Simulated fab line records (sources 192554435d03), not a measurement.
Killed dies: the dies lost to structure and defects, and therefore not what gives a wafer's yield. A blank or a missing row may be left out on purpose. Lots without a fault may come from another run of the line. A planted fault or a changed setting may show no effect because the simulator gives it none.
Split-lot trial -- flow n5 finfet -- 7 lots, 21 wafers read, on a route of 1938 steps

== ABOUT THE SPLIT ==
At N5_BEOL_M0_SAQP_EXPOSE_11 (exposes mask M0 CORE, target cd 42 nm), the setting dose mj was moved away from the recipe's 55 on 8 of the 21 wafers read, by -6.0% to +6.3%. This setting was run at the recipe's value on the other wafers.

== FROM THE SPLIT TO THE READING: what the file shows between them, 2 steps ==
- N5_BEOL_M0_SAQP_PEB_12: peb time 60 s
- N5_BEOL_M0_SAQP_DEVELOP_13: develop time 30 s

== THE READING ==
cd nm, in nm, at N5_BEOL_M0_SAQP_CD_MEAS_14 (target cd 42.5 nm). Typical for fault-free wafers on this fab line: 42.5 nm, with standard deviation 0.47 nm.

wafer,"tool, chamber at the split",dose mj as run,against the recipe,"cd nm, nm",against lot-mates on the recipe
L075.1,"arfi scanner-03, 0",55,recipe,42.0,-
L075.2,"arfi scanner-03, 0",55,recipe,42.1,-
L075.3,"arfi scanner-03, 0",53.69,-2.4%,42.7,+0.7
L079.1,"arfi scanner-02, 0",51.71,-6.0%,44.3,+1.8
L079.2,"arfi scanner-02, 0",55,recipe,42.7,-
L079.5,"arfi scanner-02, 0",55,recipe,42.3,-
L081.3,"arfi scanner-03, 0",55,recipe,43.0,-
L081.5,"arfi scanner-03, 0",55,recipe,42.9,-
L081.6,"arfi scanner-03, 0",55,recipe,43.9,-
L086.2,"arfi scanner-02, 0",55,recipe,42.8,-
L086.4,"arfi scanner-02, 0",58.39,+6.2%,40.6,-2.2
L086.6,"arfi scanner-02, 0",58.39,+6.2%,40.6,-2.2
L091.3,"arfi scanner-02, 0",58.44,+6.3%,41.4,-1.4
L091.4,"arfi scanner-02, 0",55,recipe,42.8,-
L091.6,"arfi scanner-02, 0",58.44,+6.3%,41.5,-1.3
L090.4,"arfi scanner-03, 0",57.24,+4.1%,41.7,-1.0
L090.5,"arfi scanner-03, 0",57.24,+4.1%,40.9,-1.8
L090.6,"arfi scanner-03, 0",55,recipe,42.7,-
L097.1,"arfi scanner-03, 0",55,recipe,42.4,-
L097.2,"arfi scanner-03, 0",55,recipe,42.2,-
L097.4,"arfi scanner-03, 0",55,recipe,42.3,-

THE FIT
A straight line over all 21 wafers: cd nm changes by -0.26 nm for each +1% of dose mj; r = -0.87; the points scatter about the line by 0.49 nm.
The same after taking each lot's own level away (the mean of its wafers on the recipe; 21 wafers): -0.295 nm for each +1%; r = -0.95; scatter 0.32 nm.
Per that fit: largest dose mj move, reading shift of 1.8 nm.
Across the lots, their own levels run from 42.05 to 43.27 nm, a range of 2.6 times the standard deviation given above.
So the slope is not independent of the lot-to-lot level: the two fits are not the same.
Check: for one of the wafers moved furthest among these (+6.3%), held out of the fit, the line's prediction against its lot-mates is -1.95 nm. Against them it came out at -1.4 nm.

== FILE'S OWN FIT ==
cd nm changes by -0.293 nm for each +1% of dose mj, r = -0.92.
